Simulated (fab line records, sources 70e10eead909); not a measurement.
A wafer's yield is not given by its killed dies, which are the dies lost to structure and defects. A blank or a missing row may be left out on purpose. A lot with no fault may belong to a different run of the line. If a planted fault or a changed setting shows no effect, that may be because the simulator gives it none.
Which of the tools did it? :: flow nand_harc :: at 1 step of a route of 1302, 14 lots with 42 wafers sampled

WHAT THE GAUGES SHOWED, per wafer
NHARC_THIN_TSV_CD_MEAS_16.
lot: L799
measured: day 24 09:32
on: cd_sem-02
cd_nm (nm): 998.1 1001.7 999.3

lot: L801
measured: day 24 14:07
on: cd_sem-03
cd_nm (nm): 998.7 994.7 997.9

lot: L804
measured: day 26 18:55
on: cd_sem-03
cd_nm (nm): 996.2 1000.5 998.8

lot: L802
measured: day 27 00:17
on: cd_sem-02
cd_nm (nm): 999.0 999.3 1000.6

lot: L806
measured: day 27 01:37
on: cd_sem-02
cd_nm (nm): 999.6 996.3 997.9

lot: L813
measured: day 29 22:17
on: cd_sem-01
cd_nm (nm): 999.5 999.4 997.4

lot: L814
measured: day 29 23:31
on: cd_sem-02
cd_nm (nm): 996.8 997.5 999.5

lot: L815
measured: day 31 06:37
on: cd_sem-02
cd_nm (nm): 998.1 998.9 1000.0

lot: L817
measured: day 31 07:41
on: cd_sem-02
cd_nm (nm): 1000.2 998.6 1000.2

lot: L818
measured: day 32 04:10
on: cd_sem-02
cd_nm (nm): 999.3 998.0 1000.5

lot: L819
measured: day 32 23:22
on: cd_sem-02
cd_nm (nm): 1001.9 1000.8 1001.9

lot: L820
measured: day 33 10:12
on: cd_sem-03
cd_nm (nm): 998.6 998.6 999.7

lot: L821
measured: day 33 11:22
on: cd_sem-01
cd_nm (nm): 996.2 1001.6 999.9

lot: L822
measured: day 34 03:19
on: cd_sem-02
cd_nm (nm): 998.7 1000.5 999.0

TOOL THAT RAN EACH LOT (tool first, then ch and the chambers of the sampled wafers, then the start)
The record holds no process step before these readings.

WHAT THE TOOLS THEMSELVES READ (means of the sampled wafers that have a number; where no wafer has one, the mark that the record gives instead)
The record holds no such reading with a usual standard deviation.

THE ANSWER, worked out from the rows above alone
Rule: usual is defined by the lots themselves. The widest of any qualifying gaps counts: lots, ordered by their means at a reading, are off when they make up no more than a third of the lots, leave a main group of 4 or more, and stand apart from it by 3 or more times the standard deviation of that group's means. Not used: any main group whose means are identical at the precision the tables above print for the reading. A lot without any number at a reading at which 4 lots or more have one is off too. Any other lot the step has rows for is counted as sound. After the gauges, taken in route order, come the tools' own readings; for these a lot's mean is taken, as printed above. The first step at which some lot is off is used, and at that step the reading that is off furthest; a lot without a number counts as furthest.
No lot is off at any reading shown: from this, nothing can be told.

WHAT HAD BEEN PUT IN BY THE SIMULATOR
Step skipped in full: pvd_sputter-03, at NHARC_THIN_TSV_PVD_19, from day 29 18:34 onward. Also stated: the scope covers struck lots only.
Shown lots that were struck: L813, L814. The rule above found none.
